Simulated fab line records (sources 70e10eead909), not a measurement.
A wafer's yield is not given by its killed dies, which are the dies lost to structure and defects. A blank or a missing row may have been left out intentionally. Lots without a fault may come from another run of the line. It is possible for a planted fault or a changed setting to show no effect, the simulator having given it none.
fab line records | flow nandHarc | part 2 of 2: steps 20 to 27 of 27
record: lots: 5 | wafers: 15 | lastDay: 24
route steps=1159 shown A_CONTACT@933
lots that met no fault: taken from a fault-free run of the same line
startH: hours from the record's first day to the start of the lot's first wafer shown | waitH: time in hours since the lot's previous step | " same as the row above | L1.1+2: a single row standing in for several wafers | - no value, or no start was given | * or withheld: withheld | < > ~ a bound
route shown NAME@n: names a module that has steps shown in the file, with the first one's number in the route | usual: average and standard deviation across the fault-free wafers | same: alike in all rows | chamber/n: place in a boat | sites: each site's reading | _std_site: the values' standard deviation | _edge_site: mean of outer sites minus mean of inner sites | radiusMm: for every site, how far away it sits from the centre of the wafer | mask NAME#n: copy n | behind: the tool/chamber that last shaped the wafer | hold: why the lot was held/for how many hours/how that ended | device: which transistor (n, p or np) failed to switch | end of line: the tests these same wafers got at the end of their route | a step with no rows: only its recipe | killed: dies lost to structure and defects at the first sort, not the wafer's yield | map: the dies of a wafer, with x for killed, . for not killed, _ for no die there
set.NAME: the setting that was run; set.NAME@STEP: the one run at that earlier step | model.NAME: the simulator's own value behind a step, which no gauge read
a table for each step, a row for each wafer; lots at some steps of the route
services: a tool's chamber out of use, with start hour (startH, from the record's first day; less than 0 if before it), hours out, and reason
== steps ==
step: NHARC_A_CONTACT_STRIP_107
recipe: n2FlowSccm: 150 | h2FlowSccm: 150 | arFlowSccm: 0 | biasW: 0 | chemistry: N2/H2
lot.wafer  | tool       | chamber | startH | waitH
L079.1+5+6 | rieDiel-05 | 3,2,3   | 410.78 | 0.1
L080.1+6+5 | rieDiel-05 | 2,2,3   | 414.47 | 0.1
L081.3+6+5 | rieDiel-11 | 1,3,0   | 420.38 | 0.1
L092.3+5+4 | rieDiel-05 | 2,0,1   | 501.78 | 0.1
L095.2+3+5 | rieDiel-11 | 2,3,1   | 526.71 | 0.1
step: NHARC_A_CONTACT_STRIP_108
recipe: cf4FlowSccm: 100 | chf3FlowSccm: 30 | arFlowSccm: 0 | biasW: 0 | chemistry: CF4/CHF3
lot.wafer  | tool       | chamber | startH | waitH
L079.1+5+6 | rieDiel-05 | 2,3,0   | 410.87 | 0.1
L080.1+6+5 | rieDiel-05 | 2,2,3   | 414.56 | 0.1
L081.3+6+5 | rieDiel-11 | 3,1,2   | 420.46 | 0.1
L092.3+5+4 | rieDiel-05 | 0,0,1   | 502.40 | 0.6
L095.3+2+5 | rieDiel-11 | 0,1,1   | 526.80 | 0.1
step: NHARC_A_CONTACT_STRIP_109
recipe: o2FlowSccm: 400 | cosFlowSccm: 20 | arFlowSccm: 0 | biasW: 0 | chemistry: O2/COS
lot.wafer  | tool       | chamber | startH | waitH
L079.1+5+6 | rieDiel-05 | 2,3,0   | 410.93 | 0.1
L080.1+5+6 | rieDiel-05 | 2,3,0   | 414.63 | 0.1
L081.3+5+6 | rieDiel-11 | 3,0,1   | 420.52 | 0.1
L092.3+5+4 | rieDiel-05 | 0,0,1   | 502.46 | 0.1
L095.3+2+5 | rieDiel-11 | 2,1,2   | 526.92 | 0.1
step: NHARC_A_CONTACT_ETCH_110
recipe: targetDepthA: 500 | overetchA: 50 | timeS: 27.5 | ionEnergyEv: 100 | cf4FlowSccm: 80 | o2FlowSccm: 20 | arFlowSccm: 0 | rfW: 300 | biasW: 100 | chemistry: CF4/O2
usual: drypumpMotorCurrentA: 6.0/0.38 | oesProductAu: 1.004/0.007 | rfVppV: 198.3/1.3 | showerheadPlenumPTorr: 1.36/0.05 | throttleValvePct: 13.396/0.0087
lot.wafer | tool       | chamber | startH | waitH | drypumpMotorCurrentA | oesProductAu | rfHoursCounterH | rfVppV | showerheadPlenumPTorr | throttleValvePct
L079.1    | rieDiel-05 | 2       | 410.99 | 0.1   | 6.2                  | 0.996        | 13              | 197.7  | 1.37                  | 13.389
L079.5    | "          | 0       | "      | "     | 6.3                  | 1.011        | -               | 199.6  | 1.39                  | 13.408
L079.6    | "          | 1       | "      | "     | 5.3                  | 1.003        | -               | 197.3  | 1.40                  | 13.381
L080.1    | rieDiel-05 | 1       | 414.69 | 0.0   | 5.3                  | 1.001        | 13              | 199.8  | 1.40                  | 13.384
L080.6    | "          | 1       | "      | "     | 5.3                  | 0.998        | -               | 197.8  | 1.40                  | 13.407
L080.5    | "          | 2       | "      | "     | 6.2                  | 1.000        | -               | 196.1  | 1.37                  | 13.406
L081.3    | rieDiel-11 | 2       | 420.58 | 0.1   | 5.8                  | 1.013        | 13              | 196.2  | 1.32                  | 13.391
L081.5    | "          | 0       | "      | "     | 6.0                  | 1.009        | -               | 197.9  | 1.36                  | 13.406
L081.6    | "          | 1       | "      | "     | 6.2                  | 1.005        | -               | 198.5  | 1.38                  | 13.396
L092.3    | rieDiel-05 | 1       | 502.53 | 0.1   | 5.3                  | 1.012        | 30              | 199.7  | 1.40                  | 13.400
L092.5    | "          | 1       | "      | "     | 5.3                  | 0.996        | -               | 201.0  | 1.40                  | 13.399
L092.4    | "          | 2       | "      | "     | 6.2                  | 1.000        | -               | 199.4  | 1.37                  | 13.392
L095.2    | rieDiel-11 | 1       | 526.98 | 0.0   | 6.2                  | 1.016        | 56              | 198.0  | 1.37                  | 13.392
L095.3    | "          | 0       | "      | "     | 6.0                  | 1.010        | 54              | 196.8  | 1.35                  | 13.397
L095.5    | "          | 1       | "      | "     | 6.2                  | 1.017        | -               | 200.3  | 1.37                  | 13.392
step: NHARC_A_CONTACT_STRIP_26
recipe: o2FlowSccm: 500 | arFlowSccm: 0 | biasW: 0 | chemistry: O2
usual: drypumpMotorCurrentA: 6.0/0.37 | oesProductAu: 1.005/0.0073 | rfVppV: 58.1/0.82 | showerheadPlenumPTorr: 3.60/0.12 | throttleValvePct: 17.035/0.0085
lot.wafer | tool       | chamber | startH | waitH | drypumpMotorCurrentA | oesProductAu | rfHoursCounterH | rfVppV | showerheadPlenumPTorr | throttleValvePct
L079.1    | rieDiel-05 | 1       | -      | -     | 5.3                  | 1.005        | 13              | 58.1   | 3.70                  | 17.034
L079.5    | "          | 3       | "      | "     | 5.9                  | 0.996        | -               | 59.1   | 3.70                  | 17.024
L079.6    | "          | 0       | "      | "     | 6.3                  | 1.002        | -               | 57.4   | 3.67                  | 17.027
L080.1    | rieDiel-05 | 3       | -      | -     | 6.0                  | 1.010        | 14              | 58.7   | 3.70                  | 17.040
L080.5    | "          | 0       | "      | "     | 6.3                  | 1.014        | -               | 58.9   | 3.67                  | 17.042
L080.6    | "          | 1       | "      | "     | 5.3                  | 1.016        | -               | 57.6   | 3.70                  | 17.052
L081.3    | rieDiel-11 | 0       | -      | -     | 6.0                  | 1.002        | 12              | 56.8   | 3.58                  | 17.041
L081.5    | "          | 1       | "      | "     | 6.2                  | 1.004        | -               | 58.9   | 3.63                  | 17.041
L081.6    | "          | 2       | "      | "     | 5.8                  | 1.006        | -               | 58.4   | 3.49                  | 17.034
L092.3    | rieDiel-05 | 2       | -      | -     | 6.2                  | 1.003        | 30              | 57.7   | 3.62                  | 17.039
L092.5    | "          | 2       | "      | "     | 6.2                  | 1.010        | -               | 57.0   | 3.62                  | 17.043
L092.4    | "          | 1       | "      | "     | 5.3                  | 1.014        | -               | 57.2   | 3.69                  | 17.044
L095.2    | rieDiel-11 | 3       | -      | -     | 6.5                  | 1.011        | 53              | 57.9   | 3.27                  | 17.048
L095.3    | "          | 0       | "      | "     | 6.0                  | 1.010        | 54              | 57.2   | 3.56                  | 17.026
L095.5    | "          | 2       | "      | "     | 5.8                  | 0.999        | -               | 58.1   | 3.46                  | 17.025
step: NHARC_A_CONTACT_STRIP_27
recipe: timeS: 600 | tempC: 30 | chemistry: postEtchResidueRemover
lot.wafer  | tool        | chamber | startH | waitH
L079.6+1+5 | wetBench-01 | 2,4,5   | 411.36 | -
L080.1+5+6 | wetBench-01 | 5,6,7   | 415.09 | -
L081.6+5+3 | wetBench-05 | 1,3,4   | 420.95 | -
L092.5+3+4 | wetBench-01 | 6,0,3   | 502.97 | -
L095.2+5+3 | wetBench-05 | 5,6,1   | 527.39 | -
step: NHARC_A_CONTACT_ALD_18
recipe: targetThkA: 30 | pulseTimeS: 1 | aldCycles: 150 | tempC: 450 | material: TiN
usual: heaterPowerW: 1132/91 | precursorPulseHeightRel: 1.000/0.021 | susceptorTempC: 450.02/0.23
lot.wafer | tool        | chamber | startH | waitH | heaterPowerW | precursorPulseHeightRel | susceptorTempC
L079.1    | aldMetal-03 | 2       | 411.65 | -     | 1153         | 0.963                   | 449.89
L079.6    | "           | 1       | "      | "     | 1064         | 1.011                   | 449.92
L079.5    | "           | 2       | "      | "     | 1129         | 0.996                   | 449.81
L080.1    | aldMetal-01 | 0       | 415.35 | -     | 1137         | 1.005                   | -
L080.5    | "           | 0       | "      | "     | 1119         | 1.006                   | -
L080.6    | "           | 1       | "      | "     | 971          | 0.976                   | -
L081.3    | aldMetal-04 | 1       | 421.26 | -     | 1190         | 1.024                   | 450.08
L081.6    | "           | 3       | "      | "     | 1114         | 1.005                   | 450.28
L081.5    | "           | 0       | "      | "     | 1294         | 1.000                   | 450.26
L092.4    | aldMetal-04 | 3       | 503.27 | -     | 1089         | 0.966                   | 450.47
L092.3    | "           | 2       | "      | "     | 1106         | 0.993                   | 450.40
L092.5    | "           | 0       | "      | "     | 1295         | 0.987                   | 449.69
L095.3    | aldMetal-04 | 1       | 527.66 | -     | 1239         | 1.013                   | 449.90
L095.2    | "           | 3       | "      | "     | 1124         | 0.977                   | 449.98
L095.5    | "           | 1       | "      | "     | 1214         | 1.022                   | 450.26
step: NHARC_A_CONTACT_CVD_19
recipe: targetThkA: 3000 | tempC: 300 | pressureTorr: 40 | wf6FlowSccm: 40 | h2FlowSccm: 1600 | arFlowSccm: 1560 | timeS: 802 | material: W
usual: chamberPressureTorr: 40.00/0.084 | heaterPowerW: 495/23 | susceptorTempC: 300.00/0.17 | throttleValvePct: 7.94/0.21
lot.wafer | tool    | chamber | startH | waitH | chamberPressureTorr | heaterPowerW | susceptorTempC | throttleValvePct
L079.1    | cvdW-01 | 1       | -      | -     | 40.10               | 461          | 299.96         | 7.82
L079.6    | "       | 1       | "      | "     | 40.07               | 464          | 300.11         | 8.09
L079.5    | "       | 0       | "      | "     | 40.03               | 491          | 299.96         | 8.44
L080.1    | cvdW-02 | 1       | -      | -     | 40.05               | 523          | -              | 7.86
L080.6    | "       | 0       | "      | "     | 40.05               | 490          | -              | 7.77
L080.5    | "       | 1       | "      | "     | 40.02               | 522          | -              | 7.56
L081.3    | cvdW-02 | 1       | -      | -     | 40.02               | 516          | 300.08         | 8.09
L081.6    | "       | 0       | "      | "     | 39.84               | 497          | 299.90         | 7.82
L081.5    | "       | 1       | "      | "     | 40.09               | 511          | 299.95         | 7.96
L092.3    | cvdW-02 | 0       | -      | -     | 39.98               | 503          | 299.88         | 7.68
L092.4    | "       | 1       | "      | "     | 39.99               | 532          | 299.93         | 7.63
L092.5    | "       | 1       | "      | "     | 40.05               | 535          | 300.18         | 7.84
L095.2    | cvdW-02 | 1       | -      | -     | 39.87               | 507          | 299.62         | 7.78
L095.3    | "       | 1       | "      | "     | 39.99               | 536          | 300.03         | 7.87
L095.5    | "       | 0       | "      | "     | 40.12               | 508          | 299.88         | 7.89
== services ==
tool          | chamber | startH | hours | kind
wetBench-01   | -       | 389.60 | 8.0   | pm
rieDiel-05    | 0       | 398.63 | -     | clean
rieDiel-05    | 1       | 398.63 | -     | clean
rieDiel-05    | 2       | 398.63 | -     | clean
rieDiel-05    | 3       | 398.63 | -     | clean
aldMetal-01   | -       | 418.08 | 0.6   | repair
rieDiel-05    | 0       | 423.17 | -     | clean
rieDiel-05    | 1       | 423.17 | -     | clean
rieDiel-05    | 2       | 423.17 | -     | clean
aldMetal-03   | 2       | 423.43 | 4.2   | repair
aldMetal-01   | 1       | 432.42 | 20.5  | repair
rieDiel-05    | 3       | 433.93 | 4.6   | repair
lithoTrack-01 | -       | 443.00 | 7.0   | pm
wetBench-05   | -       | 450.08 | 2.3   | repair
aldMetal-01   | -       | 458.00 | 10.0  | pm
lithoTrack-06 | -       | 467.00 | 7.0   | pm
cvdW-01       | -       | 474.10 | 13.0  | pm
aldMetal-03   | 3       | 480.99 | 26.5  | repair
lithoTrack-04 | -       | 491.00 | 7.0   | pm
rieDiel-05    | 3       | 497.47 | 16.2  | repair
aldMetal-03   | -       | 500.00 | 10.0  | pm
harCapEtch-02 | -       | 509.96 | 0.2   | repair
harCapEtch-03 | -       | 516.82 | 0.2   | repair
rieDiel-05    | -       | 517.74 | 9.0   | pm
